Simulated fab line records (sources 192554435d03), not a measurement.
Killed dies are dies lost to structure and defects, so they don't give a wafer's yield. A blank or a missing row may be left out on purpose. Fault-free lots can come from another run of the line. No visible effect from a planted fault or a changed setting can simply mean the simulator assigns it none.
fab line records	flow n5-finfet
record: lots: 24	wafers: 72	last-day: 18
route steps=1938 shown BEOL_M0@737 BEOL_M1@751
lots untouched by any fault: they come from a run of this same line in which no faults occurred
start-h: hours from the record's opening day to when the first of the lot's shown wafers began	wait-h: hours elapsed since this lot's preceding step	" same as the row above	L1.1+2: a single row standing in for several wafers	- value missing, or start not given	* or withheld: withheld	< > ~ a bound
route shown NAME@n: a module of which the file shows steps, and the number in the route of the first	usual: mean and standard deviation over wafers with no fault	same: alike in all rows	chamber/n: place in a boat	sites: each site's reading	_std_site: the standard deviation of these	_edge_site: outer sites' mean less inner sites'	radius-mm: how far each site lies from the wafer's centre	mask NAME#n: copy n	behind: the last tool/chamber to shape the wafer	hold: what put the lot on hold/how long, in hours/how the hold closed	device: names the non-switching transistor (n, p or np)	end of line: at the end of the route, the tests of the same wafers	a step with no rows: only its recipe	killed: the dies lost at the first sort to structure and to defects; this is not the yield of the wafer	map: per-die view of a wafer (x killed, . not killed, _ where there is no die)
set.NAME: setting as actually run; set.NAME@STEP: the setting as run at that earlier step	model.NAME: the simulator's own value behind a step, which no gauge read
steps of the route over a sample of lots; a table a step, a row a wafer
services: a tool's chamber out of use, with start hour (start-h, from the record's first day; less than 0 if before it), hours out, and reason
== steps ==
step: N5_BEOL_M0_ANNEAL_133
recipe: temp-c: 400	time-s: 60	ambient: vacuum
usual: heater-power-w: 843/66
lot.wafer	tool	chamber	start-h	wait-h	heater-power-w
L074.1	pvd-sputter-02	-	125.43	0.0	857
L074.4	"	-	"	"	895
L074.5	"	-	"	"	807
L075.4	pvd-sputter-03	-	130.80	0.0	880
L075.5	"	-	"	"	879
L075.6	"	-	"	"	827
L076.2	pvd-sputter-01	-	133.06	0.0	787
L076.3	"	-	"	"	813
L076.4	"	-	"	"	780
L077.1	pvd-sputter-01	-	137.46	0.0	762
L077.2	"	-	"	"	795
L077.4	"	-	"	"	842
L078.1	pvd-sputter-03	-	139.14	0.0	818
L078.4	"	-	"	"	875
L078.6	"	-	"	"	816
L079.1	pvd-sputter-03	-	150.87	0.0	864
L079.3	"	-	"	"	819
L079.6	"	-	"	"	799
L080.3	pvd-sputter-01	-	152.82	0.0	820
L080.4	"	-	"	"	820
L080.5	"	-	"	"	773
L081.2	pvd-sputter-03	-	163.18	0.0	799
L081.3	"	-	"	"	830
L081.5	"	-	"	"	832
L082.3	pvd-sputter-02	-	165.21	0.0	843
L082.4	"	-	"	"	887
L082.5	"	-	"	"	816
L083.2	pvd-sputter-02	-	172.03	0.0	834
L083.5	"	-	"	"	832
L083.6	"	-	"	"	894
L084.2	pvd-sputter-01	-	177.54	0.0	766
L084.3	"	-	"	"	760
L084.6	"	-	"	"	809
L085.2	pvd-sputter-03	-	187.77	0.0	841
L085.5	"	-	"	"	796
L085.6	"	-	"	"	831
L086.1	pvd-sputter-02	-	189.90	0.0	804
L086.3	"	-	"	"	1018
L086.5	"	-	"	"	1055
L087.1	pvd-sputter-03	-	196.26	0.0	794
L087.5	"	-	"	"	792
L087.6	"	-	"	"	794
L088.1	pvd-sputter-03	-	203.94	0.0	800
L088.3	"	-	"	"	877
L088.4	"	-	"	"	825
L090.2	pvd-sputter-03	-	213.24	0.0	808
L090.3	"	-	"	"	801
L090.5	"	-	"	"	819
L089.1	pvd-sputter-03	-	213.86	0.0	875
L089.4	"	-	"	"	813
L089.5	"	-	"	"	807
L091.2	pvd-sputter-01	-	219.92	0.0	826
L091.3	"	-	"	"	825
L091.6	"	-	"	"	791
L092.1	pvd-sputter-02	-	225.97	0.0	1036
L092.2	"	-	"	"	896
L092.3	"	-	"	"	841
L093.3	pvd-sputter-03	-	231.43	0.0	816
L093.4	"	-	"	"	801
L093.6	"	-	"	"	883
L094.1	pvd-sputter-03	-	239.51	0.0	871
L094.5	"	-	"	"	884
L094.6	"	-	"	"	837
L095.2	pvd-sputter-01	-	244.74	0.0	789
L095.3	"	-	"	"	758
L095.4	"	-	"	"	827
L096.2	pvd-sputter-02	-	247.60	0.0	842
L096.4	"	-	"	"	1045
L096.6	"	-	"	"	845
L097.3	pvd-sputter-02	-	252.72	0.0	812
L097.5	"	-	"	"	812
L097.6	"	-	"	"	1005
step: N5_BEOL_M1_ILD_DEP_00
recipe: material: SiOC	target-thk-a: 790	temp-c: 350	precursor: DEMS/O2	pressure-torr: 5	rf-w: 500	time-s: 15.3
usual: heater-power-w: 498/66	showerhead-plenum-p-Torr: 5.699/0.018	throttle-valve-pct: 12.0/0.67
lot.wafer	tool	chamber	start-h	wait-h	heater-power-w	showerhead-plenum-p-Torr	throttle-valve-pct
L074.1	pecvd-02	0	126.76	0.0	456	5.669	11.6
L074.4	"	0	"	"	456	5.674	11.7
L074.5	"	2	"	"	458	5.674	12.0
L075.4	pecvd-02	2	132.12	0.1	414	5.690	12.3
L075.5	"	0	"	"	448	5.680	11.7
L075.6	"	1	"	"	391	5.684	11.8
L076.2	pecvd-01	0	134.33	0.0	401	5.688	12.0
L076.3	"	1	"	"	569	5.712	13.5
L076.4	"	2	"	"	536	5.729	11.2
L077.1	pecvd-01	0	138.79	0.0	409	5.684	11.8
L077.2	"	1	"	"	571	5.704	13.9
L077.4	"	0	"	"	412	5.695	11.7
L078.1	pecvd-04	0	140.43	0.0	408	5.698	11.7
L078.4	"	2	"	"	573	5.687	11.6
L078.6	"	0	"	"	417	5.694	11.9
L079.1	pecvd-01	1	152.16	0.0	569	5.723	13.6
L079.3	"	0	"	"	481	5.686	12.0
L079.6	"	1	"	"	566	5.714	13.7
L080.3	pecvd-04	1	154.73	0.0	587	5.711	12.6
L080.4	"	2	"	"	502	5.701	11.7
L080.5	"	1	"	"	593	5.722	12.6
L081.2	pecvd-01	1	164.46	0.0	540	5.696	13.7
L081.3	"	2	"	"	530	5.729	11.4
L081.5	"	1	"	"	543	5.709	13.5
L082.3	pecvd-04	1	166.60	0.0	591	5.725	12.6
L082.4	"	2	"	"	602	5.679	11.6
L082.5	"	0	"	"	402	5.697	11.9
L083.2	pecvd-02	1	173.33	0.0	347	5.667	11.8
L083.5	"	0	"	"	482	5.672	11.7
L083.6	"	1	"	"	365	5.683	11.7
L084.2	pecvd-04	1	178.83	0.0	531	5.729	12.8
L084.3	"	2	"	"	617	5.691	11.5
L084.6	"	2	"	"	622	5.703	11.7
L085.2	pecvd-01	1	189.05	0.0	596	5.704	13.7
L085.5	"	2	"	"	503	5.725	11.3
L085.6	"	0	"	"	421	5.674	11.8
L086.1	pecvd-04	0	191.62	0.1	438	5.694	11.8
L086.3	"	2	"	"	527	5.689	11.6
L086.5	"	2	"	"	529	5.701	11.8
L087.1	pecvd-04	1	197.58	0.0	602	5.721	12.5
L087.5	"	0	"	"	453	5.710	12.1
L087.6	"	2	"	"	595	5.696	11.6
L088.1	pecvd-04	2	205.23	0.0	518	5.688	11.4
L088.3	"	1	"	"	482	5.715	12.6
L088.4	"	1	"	"	494	5.716	12.6
L090.2	pecvd-02	2	214.95	0.0	501	5.681	12.1
L090.3	"	0	"	"	452	5.680	11.5
L090.5	"	2	"	"	508	5.686	12.1
L089.1	pecvd-02	0	215.14	0.0	494	5.684	11.5
L089.4	"	2	"	"	496	5.695	12.3
L089.5	"	2	"	"	501	5.684	12.2
L091.2	pecvd-04	0	221.47	0.0	468	5.690	11.6
L091.3	"	1	"	"	605	5.720	12.9
L091.6	"	1	"	"	606	5.717	12.6
L092.1	pecvd-04	0	227.30	0.0	456	5.700	11.6
L092.2	"	1	"	"	517	5.735	12.7
L092.3	"	2	"	"	577	5.692	11.7
L093.3	pecvd-04	2	232.90	0.0	581	5.694	11.6
L093.4	"	2	"	"	593	5.686	11.6
L093.6	"	1	"	"	580	5.723	12.7
L094.1	pecvd-02	1	240.84	0.0	405	5.670	11.8
L094.5	"	0	"	"	458	5.678	11.8
L094.6	"	1	"	"	413	5.669	11.5
L095.2	pecvd-01	1	246.08	0.0	501	5.724	13.6
L095.3	"	2	"	"	491	5.724	11.3
L095.4	"	0	"	"	451	5.679	12.0
L096.2	pecvd-01	0	249.02	0.0	485	5.695	11.8
L096.4	"	0	"	"	488	5.684	11.7
L096.6	"	1	"	"	512	5.710	13.7
L097.3	pecvd-04	1	254.34	0.0	537	5.720	13.0
L097.5	"	1	"	"	558	5.719	12.7
L097.6	"	0	"	"	452	5.708	11.8
step: N5_BEOL_M1_ETCHBACK_99
recipe: chemistry: CHF3	target: SiO2	target-depth-a: 50	time-s: 10.4	source-w: 215	bias-w: 47	Ar_flow_sccm: 200	CHF3_flow_sccm: 12	ion-energy-ev: 100	pressure-mtorr: 30
usual: drypump-motor-current-A: 5.8/0.58	oes-product-au: 0.80/0.093	rf-vpp-V: 244/4.4	showerhead-plenum-p-Torr: 2.15/0.063	throttle-valve-pct: 17.07/0.29
lot.wafer	tool	chamber	start-h	wait-h	drypump-motor-current-A	oes-product-au	rf-hours-counter-h	rf-vpp-V	showerhead-plenum-p-Torr	throttle-valve-pct
L074.1	rie-diel-03	3	134.18	3.9	6.2	0.73	188	249	2.24	17.11
L074.4	"	2	"	"	5.5	0.71	-	245	2.06	17.32
L074.5	"	3	"	"	6.2	0.73	-	249	2.24	17.12
L076.2	rie-diel-01	3	136.95	0.2	6.4	0.90	43	243	2.12	16.96
L076.3	"	1	"	"	5.2	0.72	195	235	2.11	17.30
L076.4	"	2	"	"	6.1	1.02	2	240	2.10	16.51
L075.4	rie-diel-03	0	136.97	1.6	5.0	0.87	-	243	2.18	16.58
L075.5	"	2	"	"	5.5	0.70	-	245	2.05	17.33
L075.6	"	3	"	"	6.3	0.72	-	249	2.24	17.13
L077.1	rie-diel-03	0	143.03	0.6	5.0	0.87	56	242	2.18	16.57
L077.2	"	1	"	"	5.3	0.77	160	246	2.17	17.03
L077.4	"	2	"	"	5.5	0.70	213	247	2.05	17.32
L078.1	rie-diel-03	2	144.14	0.5	5.5	0.69	214	246	2.05	17.33
L078.4	"	0	"	"	5.0	0.87	57	242	2.18	16.58
L078.6	"	1	"	"	5.3	0.77	-	245	2.17	17.03
L079.1	rie-diel-03	0	157.08	2.4	5.0	0.85	61	243	2.17	16.58
L079.3	"	3	"	"	6.3	0.72	196	248	2.24	17.14
L079.6	"	1	"	"	5.3	0.76	-	245	2.17	17.02
L080.3	rie-diel-03	1	161.82	3.5	5.3	0.77	164	245	2.17	17.03
L080.4	"	3	"	"	6.3	0.72	197	247	2.24	17.14
L080.5	"	0	"	"	5.0	0.86	-	242	2.17	16.58
L081.2	rie-diel-01	0	167.90	0.1	4.8	0.89	40	238	2.19	16.85
L081.3	"	2	"	"	6.1	0.97	12	241	2.09	16.52
L081.5	"	0	"	"	4.8	0.90	-	237	2.19	16.85
L082.3	rie-diel-01	3	170.77	0.6	6.3	0.88	54	243	2.12	16.98
L082.4	"	2	"	"	6.1	0.97	13	239	2.09	16.53
L082.5	"	1	"	"	5.2	0.72	-	234	2.11	17.32
L083.2	rie-diel-01	1	177.95	1.4	5.2	0.71	208	236	2.11	17.31
L083.5	"	3	"	"	6.4	0.88	-	244	2.12	16.98
L083.6	"	2	"	"	6.1	0.96	-	239	2.09	16.54
L084.2	rie-diel-04	1	183.61	2.2	6.5	0.79	106	247	2.19	17.14
L084.3	"	2	"	"	5.7	0.88	22	253	2.22	17.20
L084.6	"	0	"	"	5.7	0.66	-	240	2.20	17.66
L085.2	rie-diel-04	2	193.79	2.0	5.7	0.88	25	254	2.22	17.18
L085.5	"	0	"	"	5.7	0.66	-	240	2.20	17.67
L085.6	"	3	"	"	6.6	0.73	-	246	2.05	17.37
L086.1	rie-diel-03	3	196.72	0.4	6.3	0.71	208	248	2.24	17.14
L086.3	"	0	"	"	5.0	0.86	72	242	2.17	16.60
L086.5	"	2	"	"	5.5	0.68	-	246	2.05	17.36
L087.1	rie-diel-03	1	207.53	7.8	5.3	0.74	178	245	2.16	17.05
L087.5	"	0	"	"	5.0	0.84	-	243	2.17	16.59
L087.6	"	1	"	"	5.3	0.74	-	245	2.16	17.05
L088.1	rie-diel-04	2	211.27	3.6	5.7	0.86	30	254	2.22	17.20
L088.3	"	1	"	"	6.5	0.78	115	246	2.18	17.16
L088.4	"	2	"	"	5.7	0.86	-	254	2.22	17.20
L090.2	rie-diel-04	1	218.37	0.6	6.5	0.77	118	248	2.18	17.17
L090.3	"	2	"	"	5.7	0.85	33	253	2.22	17.20
L090.5	"	1	"	"	6.5	0.77	-	248	2.18	17.18
L089.1	rie-diel-01	1	218.62	0.8	5.2	0.71	221	233	2.10	17.35
L089.4	"	3	"	"	6.3	0.85	68	245	2.11	17.01
L089.5	"	2	"	"	6.1	0.93	-	239	2.09	16.56
L091.2	rie-diel-01	2	224.86	0.7	6.1	0.93	30	240	2.09	16.56
L091.3	"	1	"	"	5.2	0.70	223	235	2.10	17.35
L091.6	"	0	"	"	4.7	0.86	-	236	2.18	16.87
L092.1	rie-diel-03	0	235.23	4.9	5.0	0.84	83	243	2.17	16.62
L092.2	"	2	"	"	5.5	0.67	240	246	2.04	17.38
L092.3	"	3	"	"	6.3	0.70	218	247	2.23	17.18
L093.3	rie-diel-01	3	241.39	5.1	6.4	0.85	76	244	2.11	17.01
L093.4	"	3	"	"	6.4	0.85	-	243	2.11	17.02
L093.6	"	0	"	"	4.7	0.86	-	237	2.18	16.89
L094.1	rie-diel-04	2	246.55	3.5	5.7	0.84	44	253	2.22	17.23
L094.5	"	0	"	"	5.8	0.94	-	239	2.20	17.24
L094.6	"	1	"	"	6.6	0.77	-	247	2.18	17.16
L095.2	rie-diel-04	3	251.77	3.2	6.6	0.70	212	245	2.04	17.40
L095.3	"	2	"	"	5.7	0.84	45	253	2.22	17.22
L095.4	"	1	"	"	6.5	0.77	123	247	2.18	17.18
L096.2	rie-diel-03	3	252.15	0.9	6.2	0.70	224	248	2.23	17.19
L096.4	"	2	"	"	5.5	0.68	245	246	2.04	17.39
L096.6	"	1	"	"	5.3	0.74	-	245	2.16	17.08
L097.3	rie-diel-04	1	260.97	3.1	6.5	0.77	126	247	2.18	17.18
L097.5	"	0	"	"	5.7	0.92	-	241	2.20	17.23
L097.6	"	1	"	"	6.5	0.77	-	247	2.18	17.18
step: N5_BEOL_M1_ANNEAL_51
recipe: temp-c: 225	time-s: 90	ambient: N2
usual: wafer_temp_C_max: 226.5/0.43
lot.wafer	tool	chamber	start-h	wait-h	wafer_temp_C_max
L074.1	rtp-anneal-01	0	137.74	0.1	226.4
L074.4	"	0	"	"	226.1
L074.5	"	0	"	"	226.0
L075.4	rtp-anneal-01	0	140.80	0.2	226.4
L075.5	"	0	"	"	226.5
L075.6	"	0	"	"	227.5
L076.2	rtp-anneal-02	0	140.81	0.1	225.7
L076.3	"	0	"	"	226.1
L076.4	"	0	"	"	226.1
L077.1	rtp-anneal-02	0	146.33	0.1	226.3
L077.2	"	0	"	"	226.2
L077.4	"	0	"	"	226.0
L078.1	rtp-anneal-02	0	148.03	0.1	225.9
L078.4	"	0	"	"	226.0
L078.6	"	0	"	"	226.1
L079.1	rtp-anneal-02	0	162.44	0.1	225.9
L079.3	"	0	"	"	226.2
L079.6	"	0	"	"	226.0
L080.3	rtp-anneal-01	0	165.29	0.1	226.9
L080.4	"	0	"	"	226.8
L080.5	"	0	"	"	226.2
L081.2	rtp-anneal-01	0	171.40	0.1	226.9
L081.3	"	0	"	"	226.8
L081.5	"	0	"	"	226.7
L082.3	rtp-anneal-01	0	174.67	0.1	226.8
L082.4	"	0	"	"	226.2
L082.5	"	0	"	"	226.6
L083.2	rtp-anneal-01	0	181.81	0.2	226.2
L083.5	"	0	"	"	226.8
L083.6	"	0	"	"	227.3
L084.2	rtp-anneal-02	0	187.74	0.1	226.3
L084.3	"	0	"	"	225.9
L084.6	"	0	"	"	226.5
L085.2	rtp-anneal-01	0	197.76	0.1	226.9
L085.5	"	0	"	"	226.8
L085.6	"	0	"	"	226.9
L086.1	rtp-anneal-01	0	200.19	0.1	226.6
L086.3	"	0	"	"	226.8
L086.5	"	0	"	"	227.2
L087.1	rtp-anneal-01	0	212.55	0.3	226.2
L087.5	"	0	"	"	226.4
L087.6	"	0	"	"	226.8
L088.1	rtp-anneal-01	0	214.96	0.1	226.9
L088.3	"	0	"	"	226.6
L088.4	"	0	"	"	226.6
L090.2	rtp-anneal-02	0	222.20	0.1	225.9
L090.3	"	0	"	"	225.9
L090.5	"	0	"	"	225.9
L089.1	rtp-anneal-01	0	222.63	0.1	226.1
L089.4	"	0	"	"	226.0
L089.5	"	0	"	"	226.4
L091.2	rtp-anneal-01	0	228.63	0.3	226.5
L091.3	"	0	"	"	226.2
L091.6	"	0	"	"	227.1
L092.1	rtp-anneal-01	0	239.97	0.1	226.6
L092.2	"	0	"	"	226.0
L092.3	"	0	"	"	226.5
L093.3	rtp-anneal-01	0	244.75	0.1	227.0
L093.4	"	0	"	"	226.6
L093.6	"	0	"	"	226.8
L094.1	rtp-anneal-02	0	250.27	0.1	226.3
L094.5	"	0	"	"	226.2
L094.6	"	0	"	"	226.0
L095.2	rtp-anneal-02	0	255.19	0.1	226.2
L095.3	"	0	"	"	226.1
L095.4	"	0	"	"	226.5
L096.2	rtp-anneal-01	0	256.05	0.3	226.7
L096.4	"	0	"	"	226.5
L096.6	"	0	"	"	227.1
L097.3	rtp-anneal-02	0	266.16	0.1	226.0
L097.5	"	0	"	"	226.1
L097.6	"	0	"	"	226.2
step: N5_BEOL_M1_THK_MEAS_53
recipe: thk-meas-gauge: xrf	reads: Cu_of_BEOL_M1_ECD_50
usual: M1_THK: 39.5/1.5
lot.wafer	tool	chamber	start-h	wait-h	M1_THK[nm]
L074.1	film-metro-01	-	138.33	-	39.4
L074.4	"	-	"	"	40.9
L074.5	"	-	"	"	42.9
L075.4	film-metro-02	-	141.25	-	42.4
L075.5	"	-	"	"	41.7
L075.6	"	-	"	"	42.7
L076.2	film-metro-02	-	141.37	-	38.3
L076.3	"	-	"	"	38.5
L076.4	"	-	"	"	41.4
L077.1	film-metro-02	-	146.94	0.1	38.9
L077.2	"	-	"	"	40.9
L077.4	"	-	"	"	41.6
L078.1	film-metro-02	-	148.64	0.2	37.0
L078.4	"	-	"	"	37.4
L078.6	"	-	"	"	36.4
L079.1	film-metro-01	-	163.03	-	38.7
L079.3	"	-	"	"	38.7
L079.6	"	-	"	"	39.3
L080.3	film-metro-01	-	165.81	-	39.1
L080.4	"	-	"	"	40.2
L080.5	"	-	"	"	41.7
L081.2	film-metro-02	-	171.95	-	39.4
L081.3	"	-	"	"	40.2
L081.5	"	-	"	"	39.7
L082.3	film-metro-01	-	175.17	-	38.5
L082.4	"	-	"	"	37.3
L082.5	"	-	"	"	37.3
L083.2	film-metro-01	-	182.37	-	37.0
L083.5	"	-	"	"	38.9
L083.6	"	-	"	"	38.6
L084.2	film-metro-02	-	188.28	-	40.6
L084.3	"	-	"	"	39.7
L084.6	"	-	"	"	41.4
L085.2	film-metro-01	-	198.30	-	38.7
L085.5	"	-	"	"	37.8
L085.6	"	-	"	"	41.3
L086.1	film-metro-02	-	200.78	-	38.6
L086.3	"	-	"	"	38.8
L086.5	"	-	"	"	40.4
L087.1	film-metro-02	-	213.16	-	38.7
L087.5	"	-	"	"	39.9
L087.6	"	-	"	"	40.1
L088.1	film-metro-01	-	215.56	-	40.6
L088.3	"	-	"	"	40.0
L088.4	"	-	"	"	42.0
L090.2	film-metro-02	-	222.75	-	41.6
L090.3	"	-	"	"	40.2
L090.5	"	-	"	"	40.5
L089.1	film-metro-01	-	223.23	-	38.3
L089.4	"	-	"	"	40.5
L089.5	"	-	"	"	39.6
L091.2	film-metro-01	-	229.18	-	37.5
L091.3	"	-	"	"	39.1
L091.6	"	-	"	"	37.9
L092.1	film-metro-02	-	240.57	-	38.4
L092.2	"	-	"	"	36.6
L092.3	"	-	"	"	37.2
L093.3	film-metro-02	-	245.25	-	39.3
L093.4	"	-	"	"	41.4
L093.6	"	-	"	"	41.3
L094.1	film-metro-02	-	250.87	-	38.7
L094.5	"	-	"	"	39.3
L094.6	"	-	"	"	40.6
L095.2	film-metro-02	-	255.73	-	39.5
L095.3	"	-	"	"	38.5
L095.4	"	-	"	"	41.0
L096.2	film-metro-02	-	256.75	-	39.1
L096.4	"	-	"	"	40.3
L096.6	"	-	"	"	39.1
L097.3	film-metro-02	-	266.68	-	39.9
L097.5	"	-	"	"	40.2
L097.6	"	-	"	"	41.3
step: N5_BEOL_M1_CO_CAP_55
recipe: material: Co	target-thk-a: 20	temp-c: 200	precursor: CCTBA/H2	pressure-torr: 30	time-s: 102.1
usual: heater-power-w: 241/41
lot.wafer	tool	chamber	start-h	wait-h	heater-power-w
L074.1	cvd-co-02	0	138.41	0.0	235
L074.4	"	0	"	"	231
L074.5	"	2	"	"	199
L075.4	cvd-co-01	2	141.36	0.0	185
L075.5	"	0	"	"	254
L075.6	"	1	"	"	262
L076.2	cvd-co-02	0	141.45	0.0	238
L076.3	"	2	"	"	194
L076.4	"	1	"	"	298
L077.1	cvd-co-02	0	147.01	0.0	237
L077.2	"	1	"	"	305
L077.4	"	2	"	"	199
L078.1	cvd-co-01	2	148.71	0.0	185
L078.4	"	1	"	"	252
L078.6	"	2	"	"	184
L079.1	cvd-co-01	0	163.18	0.0	251
L079.3	"	2	"	"	189
L079.6	"	0	"	"	250
L080.3	cvd-co-02	1	165.88	0.0	309
L080.4	"	2	"	"	197
L080.5	"	1	"	"	304
L081.2	cvd-co-01	1	172.02	0.0	265
L081.3	"	2	"	"	183
L081.5	"	0	"	"	258
L082.3	cvd-co-01	2	175.24	0.0	182
L082.4	"	1	"	"	260
L082.5	"	2	"	"	187
L083.2	cvd-co-02	2	182.45	0.0	194
L083.5	"	1	"	"	301
L083.6	"	0	"	"	232
L084.2	cvd-co-01	2	188.36	0.0	182
L084.3	"	0	"	"	258
L084.6	"	2	"	"	183
L085.2	cvd-co-02	1	198.38	0.0	296
L085.5	"	1	"	"	303
L085.6	"	0	"	"	234
L086.1	cvd-co-01	2	200.86	0.0	185
L086.3	"	0	"	"	251
L086.5	"	2	"	"	186
L087.1	cvd-co-02	0	213.24	0.0	232
L087.5	"	2	"	"	199
L087.6	"	1	"	"	313
L088.1	cvd-co-01	2	215.64	0.0	187
L088.3	"	0	"	"	260
L088.4	"	2	"	"	188
L090.2	cvd-co-02	2	222.83	0.0	199
L090.3	"	1	"	"	306
L090.5	"	1	"	"	305
L089.1	cvd-co-02	2	223.30	0.0	198
L089.4	"	1	"	"	306
L089.5	"	2	"	"	204
L091.2	cvd-co-02	1	229.25	0.0	303
L091.3	"	0	"	"	231
L091.6	"	2	"	"	200
L092.1	cvd-co-02	1	240.64	0.0	306
L092.2	"	0	"	"	238
L092.3	"	2	"	"	199
L093.3	cvd-co-02	1	245.33	0.0	306
L093.4	"	0	"	"	232
L093.6	"	2	"	"	197
L094.1	cvd-co-01	2	250.95	0.0	186
L094.5	"	1	"	"	257
L094.6	"	0	"	"	258
L095.2	cvd-co-02	0	255.81	0.0	237
L095.3	"	2	"	"	205
L095.4	"	0	"	"	229
L096.2	cvd-co-01	1	256.82	0.0	255
L096.4	"	2	"	"	188
L096.6	"	0	"	"	261
L097.3	cvd-co-01	0	266.75	0.0	266
L097.5	"	1	"	"	265
L097.6	"	0	"	"	260
== services ==
tool	chamber	start-h	hours	kind
pecvd-01	2	103.91	1.8	repair
pecvd-01	0	104.24	2.1	scheduled-down
rie-diel-01	2	107.64	-	clean
rie-diel-01	2	107.64	-	consumable-replace:focus-ring
rie-diel-01	2	107.64	24.5	scheduled-down
cvd-co-01	1	114.67	-	clean
cvd-co-01	1	114.67	22.0	scheduled-down
cvd-co-01	1	114.67	22.0	vent-cycle
rie-diel-04	1	129.49	9.0	repair
rie-diel-04	0	130.52	10.4	repair
rie-diel-04	1	139.52	4.0	repair
cvd-co-02	-	145.64	0.6	repair
pecvd-04	0	147.23	-	calibration
pecvd-04	2	157.25	1.7	repair
pecvd-04	2	170.42	5.5	scheduled-down
pecvd-02	-	184.99	27.0	repair
rie-diel-04	1	221.30	13.8	repair
cvd-co-01	2	231.54	18.0	repair
rie-diel-01	1	240.27	4.0	repair
rie-diel-03	2	265.86	-	clean
rie-diel-03	2	265.86	-	consumable-replace:focus-ring
rie-diel-03	2	265.86	-	consumable-replace:showerhead
rie-diel-03	2	265.86	14.9	scheduled-down
rie-diel-03	2	265.86	14.9	vent-cycle
== key ==
fault none
